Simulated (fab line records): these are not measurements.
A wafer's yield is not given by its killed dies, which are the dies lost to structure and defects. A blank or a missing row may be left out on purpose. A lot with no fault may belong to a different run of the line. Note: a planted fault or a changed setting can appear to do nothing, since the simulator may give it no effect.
fab line records	flow n5_finfet
record: lots: 10	wafers: 30	last_day: 18
route steps=1938 shown ZERO_LAYER@17 WELL_APT@29 BEOL_M4@1111 PASSIVATION@1936
lots that met no fault: from a run of the same line without faults
start_h: start of the lot's first displayed wafer, in hours after the record's first day	wait_h: hours elapsed since this lot's preceding step	" unchanged from the row above	L1.1+2: one row covering several wafers at once	- value missing, or start not given	* or withheld: withheld	< > ~ a bound
route shown NAME@n: a module of which the file shows steps, and the number in the route of the first	usual: mean/standard deviation taken from wafers without a fault	same: alike in all rows	chamber/n: place in a boat	sites: each site's reading	_std_site: standard deviation across them	_edge_site: inner sites' mean taken away from outer sites' mean	radius_mm: how far each site lies from the wafer's centre	mask NAME#n: copy n	behind: the most recent tool/chamber to have shaped the wafer	hold: reason for holding the lot/hours on hold/outcome of the hold	device: transistor that didn't switch, given as n, p or np	end of line: the same wafers' tests at the end of the route	a step without rows: its recipe alone	killed: at the first sort, the dies lost to defects and structure; wafer yield is something else	map: per-die view of a wafer (x killed, . not killed, _ where there is no die)
set.NAME: the setting the step ran with; set.NAME@STEP: the setting that earlier step ran with	model.NAME: the simulator's own value behind a step, which no gauge read
route steps across a sampled set of lots; one table per step, one row per wafer
services: when a tool's chamber went out of use (start_h, in hours from the record's first day, below 0 if earlier), for how many hours, and the reason
== steps ==
step: N5_ZERO_LAYER_STRIP_24
recipe: chemistry: O2	power_w: 1000	temp_c: 250	overash_fraction: 0.3	pressure_mtorr: 1000	o2_flow_sccm: 6750
usual: drypump_motor_current_A: 5.4/0.47	heater_power_w: 334/23	oes_product_au: 0.647/0.0049	strip_time_to_endpoint_s: 43.80/0.1
lot.wafer	tool	chamber	start_h	wait_h	drypump_motor_current_A	heater_power_w	oes_product_au	rf_hours_counter_h	strip_time_to_endpoint_s
L473.1	plasma_asher-02	1	18.89	0.1	5.0	351	0.643	74	43.59
L473.5	"	1	"	"	5.0	347	0.644	-	43.67
L473.6	"	0	"	"	5.7	297	0.647	-	43.72
L478.1	plasma_asher-01	0	49.02	0.1	4.9	328	0.643	32	43.76
L478.3	"	0	"	"	4.9	326	0.639	-	43.77
L478.5	"	1	"	"	6.0	357	0.648	-	43.87
L481.2	plasma_asher-02	1	66.89	0.1	5.0	350	0.652	85	43.75
L481.5	"	0	"	"	5.7	298	0.646	-	43.77
L481.6	"	1	"	"	5.0	347	0.650	-	43.79
L482.1	plasma_asher-02	1	73.02	0.1	5.0	337	0.636	86	43.80
L482.4	"	0	"	"	5.7	303	0.647	-	43.81
L482.5	"	0	"	"	5.7	299	0.652	-	43.77
L483.1	plasma_asher-01	1	79.08	0.1	6.0	357	0.641	38	43.85
L483.4	"	1	"	"	6.0	354	0.647	-	43.80
L483.6	"	0	"	"	5.0	326	0.657	-	43.86
L490.1	plasma_asher-02	0	120.89	0.1	5.8	304	0.653	94	43.82
L490.2	"	1	"	"	5.0	353	0.639	94	43.78
L490.3	"	0	"	"	5.7	307	0.647	-	43.68
L491.3	plasma_asher-01	0	126.91	0.1	4.9	324	0.645	-	43.70
L491.4	"	1	"	"	6.0	362	0.654	-	43.81
L491.6	"	1	"	"	6.0	367	0.647	-	43.81
L493.2	plasma_asher-02	0	139.02	0.1	5.7	301	0.648	97	43.71
L493.3	"	0	"	"	5.8	303	0.644	-	43.67
L493.6	"	0	"	"	5.8	296	0.643	-	43.71
L494.1	plasma_asher-01	0	145.02	0.1	4.9	328	0.637	52	44.00
L494.2	"	1	"	"	6.1	360	0.649	52	43.99
L494.5	"	1	"	"	6.0	358	0.641	-	43.99
L495.1	plasma_asher-01	0	151.02	0.1	5.0	318	0.654	54	43.98
L495.4	"	0	"	"	5.0	339	0.651	-	43.92
L495.6	"	1	"	"	6.0	355	0.650	-	44.00
step: N5_WELL_APT_OVL_MEAS_09
recipe: points_per_wafer: 44
usual: NWELL_OVL: 5/5.5
lot.wafer	tool	chamber	start_h	wait_h	NWELL_OVL[nm]
L473.1	overlay-01	0	19.71	0.0	10
L473.5	"	0	"	"	8
L473.6	"	0	"	"	5
L478.1	overlay-01	0	49.72	0.0	6
L478.3	"	0	"	"	5
L478.5	"	0	"	"	5
L481.2	overlay-02	0	67.71	0.0	3
L481.5	"	0	"	"	8
L481.6	"	0	"	"	2
L482.1	overlay-01	0	73.84	0.0	-3
L482.4	"	0	"	"	-5
L482.5	"	0	"	"	-2
L483.1	overlay-01	0	79.78	0.0	11
L483.4	"	0	"	"	8
L483.6	"	0	"	"	6
L490.1	overlay-01	0	121.71	0.0	4
L490.2	"	0	"	"	1
L490.3	"	0	"	"	5
L491.3	overlay-01	0	127.59	0.0	2
L491.4	"	0	"	"	4
L491.6	"	0	"	"	3
L493.2	overlay-02	0	139.84	0.0	-4
L493.3	"	0	"	"	3
L493.6	"	0	"	"	6
L494.1	overlay-02	0	145.84	0.0	2
L494.2	"	0	"	"	3
L494.5	"	0	"	"	9
L495.1	overlay-02	0	151.71	0.0	4
L495.4	"	0	"	"	9
L495.6	"	0	"	"	4
step: N5_WELL_APT_DESCUM_30
recipe: chemistry: O2	time_s: 7.9	source_power_w: 50	bias_power_w: 20	pressure_mtorr: 20	rf_frequency_hz: 2.712e+07	temp_c: 40	o2_flow_sccm: 225
usual: drypump_motor_current_A: 5.8/0.37	oes_product_au: 0.79/0.089	rf_vpp_V: 243.3/1.4	showerhead_plenum_p_Torr: 2.10/0.079	throttle_valve_pct: 20.45/0.25
lot.wafer	tool	chamber	start_h	wait_h	drypump_motor_current_A	oes_product_au	rf_hours_counter_h	rf_vpp_V	showerhead_plenum_p_Torr	throttle_valve_pct
L473.1	rie_diel-04	2	21.04	0.0	5.6	0.81	120	245.9	2.18	20.67
L473.5	"	3	"	"	5.7	0.69	-	240.8	1.97	20.82
L473.6	"	1	"	"	6.2	0.67	-	241.8	1.96	20.63
L478.1	rie_diel-04	1	51.70	0.6	6.2	0.95	3	245.3	2.22	20.24
L478.3	"	0	"	"	5.5	0.94	23	242.3	2.06	20.03
L478.5	"	2	"	"	5.6	0.80	-	244.7	2.17	20.70
L481.2	rie_diel-03	2	69.35	0.0	5.5	0.80	107	244.9	2.21	20.78
L481.5	"	2	"	"	5.4	0.79	-	245.9	2.21	20.79
L481.6	"	0	"	"	5.1	0.69	-	243.3	2.06	20.57
L482.1	rie_diel-01	0	75.57	0.1	6.1	0.86	64	243.1	2.04	20.11
L482.4	"	2	"	"	6.2	0.73	171	243.3	2.09	20.31
L482.5	"	0	"	"	6.1	0.87	-	242.7	2.04	20.10
L483.1	rie_diel-03	0	81.65	0.4	5.1	0.67	231	241.5	2.06	20.58
L483.4	"	0	"	"	5.1	0.68	-	241.1	2.06	20.59
L483.6	"	1	"	"	6.3	0.70	-	243.3	2.06	20.29
L490.1	rie_diel-03	0	123.15	0.1	5.1	0.68	245	242.3	2.05	20.60
L490.2	"	3	"	"	5.9	0.78	144	242.1	2.01	20.58
L490.3	"	1	"	"	6.3	0.68	245	243.0	2.05	20.30
L491.3	rie_diel-04	3	128.86	0.0	5.6	0.89	21	244.7	2.23	20.48
L491.4	"	1	"	"	6.2	0.87	33	245.2	2.21	20.29
L491.6	"	3	"	"	5.6	0.89	-	245.2	2.23	20.46
L493.2	rie_diel-04	3	141.71	0.3	5.7	0.88	24	245.6	2.22	20.47
L493.3	"	1	"	"	6.2	0.87	36	245.2	2.21	20.30
L493.6	"	0	"	"	5.5	0.87	-	242.5	2.04	20.08
L494.1	rie_diel-04	3	147.14	0.0	5.7	0.87	26	244.0	2.22	20.48
L494.2	"	2	"	"	5.6	0.76	166	244.1	2.16	20.76
L494.5	"	2	"	"	5.6	0.76	-	244.6	2.16	20.74
L495.1	rie_diel-01	1	153.16	0.0	5.9	0.69	220	242.7	2.07	20.51
L495.4	"	2	"	"	6.2	0.72	196	242.7	2.09	20.37
L495.6	"	0	"	"	6.0	0.83	-	241.7	2.03	20.15
step: N5_WELL_APT_IMPLANT_31
recipe: species: B	energy_kev: 60	dose_cm2: 1.5e+13	tilt_deg: 0	rotation_deg: 0
usual: beam_energy_keV: 60.004/0.017	beam_on_s: 9.98/0.19
lot.wafer	tool	chamber	start_h	wait_h	beam_energy_keV	beam_on_s
L473.1	implanter-02	0	21.14	0.1	59.997	9.73
L473.5	"	0	"	"	60.022	9.87
L473.6	"	0	"	"	60.000	10.07
L478.1	implanter-02	0	51.80	0.1	59.998	9.75
L478.3	"	0	"	"	60.004	9.90
L478.5	"	0	"	"	59.991	9.95
L481.2	implanter-01	-	69.48	0.1	-	-
L481.5	"	-	"	"	-	-
L481.6	"	-	"	"	-	-
L482.1	implanter-01	-	75.67	0.1	-	-
L482.4	"	-	"	"	-	-
L482.5	"	-	"	"	-	-
L483.1	implanter-02	-	81.75	0.1	-	-
L483.4	"	-	"	"	-	-
L483.6	"	-	"	"	-	-
L490.1	implanter-02	0	123.25	0.1	60.008	9.85
L490.2	"	0	"	"	60.006	10.11
L490.3	"	0	"	"	60.007	10.01
L491.3	implanter-01	0	129.02	0.1	59.981	10.09
L491.4	"	0	"	"	59.991	10.31
L491.6	"	0	"	"	60.000	10.12
L493.2	implanter-01	0	141.84	0.1	59.991	10.19
L493.3	"	0	"	"	60.010	9.98
L493.6	"	0	"	"	59.993	9.92
L494.1	implanter-01	0	147.24	0.1	60.003	10.33
L494.2	"	0	"	"	59.992	10.04
L494.5	"	0	"	"	60.010	10.33
L495.1	implanter-02	0	153.26	0.1	60.000	9.83
L495.4	"	0	"	"	59.990	9.75
L495.6	"	0	"	"	60.007	9.79
step: N5_BEOL_M4_RC_MEAS_101
usual: DIBL_N: 36.3/1.6	DIBL_P: 36.5/1.6	IOFF_N: 0.163/0.026	IOFF_P: 0.22/0.033	ION_N: 676/9.9	ION_P: 464/6.5	RS_PWELL: 3013/23	SS_N: 71.5/0.5	SS_P: 73.3/0.64	VT_N: 249.3/2.9	VT_P: -250/3.2
lot.wafer	tool	chamber	start_h	wait_h	DIBL_N[mV/V]	DIBL_P[mV/V]	IOFF_N[nA/um]	IOFF_P[nA/um]	ION_N[uA/um]	ION_P[uA/um]	RS_PWELL[ohm/sq]	SS_N[mV/dec]	SS_P[mV/dec]	VT_N[mV]	VT_P[mV]
L473.1	prober-01	0	193.13	0.0	37.5	36.8	0.167	0.23	666	457	3004	71.6	74.2	248.8	-249
L473.5	"	0	"	"	38.1	38.0	0.175	0.25	671	462	2996	71.3	73.7	248.0	-244
L473.6	"	0	"	"	38.2	38.0	0.187	0.26	680	468	2949	72.5	74.3	248.9	-246
L478.1	prober-01	0	215.01	0.0	35.5	36.1	0.146	0.20	666	453	3047	71.3	73.2	252.9	-253
L478.3	"	0	"	"	38.1	38.4	0.192	0.24	687	462	3028	71.6	73.6	246.5	-249
L478.5	"	0	"	"	35.7	36.6	0.154	0.21	680	468	3011	70.6	73.5	246.8	-251
L481.2	prober-02	0	234.80	0.2	38.9	37.9	0.219	0.28	683	474	22672	72.0	73.7	246.9	-247
L481.5	"	0	"	"	39.5	38.2	0.237	0.28	690	469	22627	72.1	74.2	242.8	-246
L481.6	"	0	"	"	39.1	37.9	0.224	0.28	696	473	22801	72.5	73.8	244.1	-245
L482.1	prober-02	0	254.38	0.0	35.8	36.2	0.167	0.22	675	464	22529	71.6	73.8	249.9	-248
L482.4	"	0	"	"	36.0	36.5	0.166	0.22	677	463	22490	70.6	73.2	249.9	-248
L482.5	"	0	"	"	35.4	35.6	0.154	0.21	667	458	22608	71.2	73.4	250.9	-249
L483.1	prober-01	0	257.76	0.0	35.7	35.7	0.161	0.22	680	465	22292	71.3	73.0	248.3	-249
L483.4	"	0	"	"	33.8	33.9	0.134	0.20	664	467	22307	70.6	72.6	249.7	-249
L483.6	"	0	"	"	35.5	36.0	0.159	0.23	672	460	22349	71.8	73.0	250.0	-248
L490.1	prober-01	0	282.61	0.0	37.5	35.8	0.166	0.21	678	463	2976	71.2	73.0	249.6	-249
L490.2	"	0	"	"	35.4	34.7	0.140	0.20	668	462	2969	71.3	72.8	248.2	-251
L490.3	"	0	"	"	36.4	35.1	0.143	0.20	668	460	3008	71.1	72.6	247.9	-252
L491.3	prober-01	0	307.48	0.3	33.9	34.1	0.123	0.21	676	477	3022	71.4	72.4	255.8	-246
L491.4	"	0	"	"	34.3	34.0	0.123	0.20	665	459	3004	71.0	73.1	254.4	-248
L491.6	"	0	"	"	34.3	33.9	0.128	0.21	663	467	3004	71.2	72.2	256.5	-247
L493.2	prober-01	0	309.38	0.2	35.9	35.8	0.146	0.20	667	459	3048	71.0	73.1	253.6	-251
L493.3	"	0	"	"	35.8	36.3	0.143	0.20	671	467	3060	71.2	73.1	250.4	-253
L493.6	"	0	"	"	35.9	36.1	0.152	0.20	675	462	3015	71.4	72.5	251.3	-254
L494.1	prober-01	0	316.29	0.0	36.0	37.1	0.169	0.22	669	465	3024	71.8	73.4	249.5	-250
L494.2	"	0	"	"	34.9	35.2	0.145	0.19	662	456	3029	71.6	73.5	252.3	-251
L494.5	"	0	"	"	35.7	36.3	0.164	0.22	672	462	3015	71.7	73.8	250.3	-248
L495.1	prober-01	0	320.48	0.0	36.3	35.8	0.173	0.24	681	463	2961	71.5	73.2	246.1	-246
L495.4	"	0	"	"	36.5	35.5	0.165	0.23	671	462	3009	72.0	74.0	247.7	-246
L495.6	"	0	"	"	38.5	39.0	0.217	0.30	696	473	3022	72.0	74.1	243.8	-245
step: N5_PASSIVATION_PROBE_49
usual: defect_limited_yield: 91.2/1.5	killed_at_M0_to_M3: 32/9.6	killed_at_M4_up: 13/5.3	killed_at_contacts: 13/6.7	killed_at_front_end: 42/11	killed_at_other: 3.8/2.9	killed_dies: 103/17	killed_open: 67/13	killed_short: 35/7.9	sort_bin_5_function: 5.2/0.94	sort_bin_6_memory: 3.3/0.64	sort_n_pass: 1077/17	sort_yield_pct: 91.2/1.5
same: gross_dies: 1180	killed_at_back_side: 0	sort_bin_4_leakage[%]: 0	sort_bin_8_speed[%]: 0
lot.wafer	tool	chamber	start_h	wait_h	defect_limited_yield[%]	killed_at_M0_to_M3	killed_at_M4_up	killed_at_contacts	killed_at_front_end	killed_at_other	killed_dies	killed_open	killed_short	sort_bin_5_function[%]	sort_bin_6_memory[%]	sort_n_pass	sort_yield_pct[%]
L482.1	prober-02	-	358.25	0.0	90.8	53	9	5	34	7	108	68	40	5.1	3.7	1072	90.8
L482.4	prober-02	-	358.40	0.2	92.0	39	11	4	36	4	94	60	32	4.9	2.8	1086	92.0
L482.5	prober-02	-	358.45	0.2	93.1	34	6	5	35	2	82	47	34	4.5	2.1	1098	93.1
L483.1	prober-01	-	367.03	0.0	91.9	29	14	10	36	7	96	63	33	4.4	3.5	1084	91.9
L483.4	prober-01	-	367.18	0.2	94.2	14	13	16	25	1	69	48	20	3.6	2.1	1111	94.2
L483.6	prober-01	-	367.28	0.3	92.8	12	13	14	37	9	85	53	31	4.2	2.9	1095	92.8
killed by level:class
L482.1 BEOL_M0_SAQP:geometric_particle:open=21 BEOL_M3:geometric_particle:open=13 BEOL_M0_SAQP:geometric_particle:short=9 DUMMY_GATE:geometric_particle:open=6 GATE_CUT:geometric_particle:short=6 FIN_SAQP:geometric_particle:short=4 FIN_SAQP:geometric_particle:open=4 DUMMY_GATE:geometric_particle:short=3
L482.4 STI_FIN_REVEAL:geometric_particle:open=12 FIN_SAQP:geometric_particle:open=7 BEOL_M1:geometric_particle:open=7 BEOL_M3:geometric_particle:open=7 BEOL_M0_SAQP:geometric_particle:short=6 GATE_CUT:geometric_particle:short=4 MOL_CONTACT_COAG:geometric_particle:open=4 BEOL_M0_SAQP:geometric_particle:open=4
L482.5 BEOL_M0_SAQP:geometric_particle:short=11 GATE_CUT:geometric_particle:open=7 BEOL_M0_SAQP:geometric_particle:open=7 BEOL_M3:geometric_particle:open=6 DUMMY_GATE:geometric_particle:short=5 MOL_CONTACT_COAG:geometric_particle:open=5 FIN_SAQP:geometric_particle:open=4 DUMMY_GATE:geometric_particle:open=4
L483.1 BEOL_M3:geometric_particle:open=12 STI_FIN_REVEAL:geometric_particle:open=11 MOL_CONTACT_COAG:geometric_particle:open=8 BEOL_M0_SAQP:geometric_particle:short=6 DUMMY_GATE:geometric_particle:open=6 BEOL_M4:geometric_particle:open=6 BEOL_M3:geometric_particle:short=5 STARTING-WAFER:geometric_particle:open=5
L483.4 MOL_CONTACT_COAG:geometric_particle:open=12 STI_FIN_REVEAL:geometric_particle:open=8 BEOL_M3:geometric_particle:open=6 BEOL_M4:geometric_particle:open=6 MOL_CONTACT_COAG:geometric_particle:short=4 DUMMY_GATE:geometric_particle:open=3 STARTING-WAFER:geometric_particle:open=3 FIN_SAQP:geometric_particle:short=2
L483.6 MOL_CONTACT_COAG:geometric_particle:open=11 FIN_SAQP:geometric_particle:open=8 FIN_SAQP:geometric_particle:short=8 DUMMY_GATE:geometric_particle:open=6 BEOL_M4:geometric_particle:open=5 BEOL_M2:geometric_particle:open=4 PASS1_DEP:geometric_particle:open=4 STI_FIN_REVEAL:geometric_particle:open=3
== services ==
tool	chamber	start_h	hours	kind
rie_diel-04	0	14.69	8.9	repair
rie_diel-04	1	23.63	-	clean
rie_diel-04	1	23.63	-	consumable_replace:focus_ring
rie_diel-04	1	23.63	-	consumable_replace:showerhead
rie_diel-04	1	23.63	22.5	scheduled_down
rie_diel-04	1	23.63	22.5	vent_cycle
plasma_asher-01	-	26.59	6.9	repair
implanter-01	-	34.71	3.6	pm
rie_diel-04	-	37.53	0.2	repair
implanter-02	-	40.03	8.2	repair
rie_diel-04	3	46.17	-	clean
rie_diel-04	3	46.17	-	consumable_replace:focus_ring
rie_diel-04	3	46.17	-	consumable_replace:showerhead
rie_diel-04	3	46.17	21.4	scheduled_down
rie_diel-04	3	46.17	21.4	vent_cycle
rie_diel-01	3	63.15	7.3	repair
rie_diel-03	3	64.49	20.8	repair
implanter-02	-	78.15	2.6	pm
rie_diel-03	2	88.25	5.0	repair
rie_diel-03	1	136.58	-	clean
rie_diel-03	1	136.58	-	consumable_replace:focus_ring
rie_diel-03	1	136.58	23.6	scheduled_down
rie_diel-03	1	136.58	23.6	vent_cycle
== key ==
first_sign: step: N5_WELL_APT_IMPLANT_31	reading: tool_record	direction: missing
effect: step: N5_BEOL_M4_RC_MEAS_101	reading: RS_PWELL	direction: up	sigmas: 99+	usual: 3013	struck: 22520
met_at N5_WELL_APT_IMPLANT_31
struck_lots L481,L482,L483
not_acting_at N5_ZERO_LAYER_STRIP_24,N5_WELL_APT_OVL_MEAS_09,N5_WELL_APT_DESCUM_30
onset_between 51.80 69.48
fault: kind: skipped_step_whole	tool: implanter-01,implanter-02	chamber: -	onset_h: 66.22	steps: N5_WELL_APT_IMPLANT_31	scope: struck_lots_only
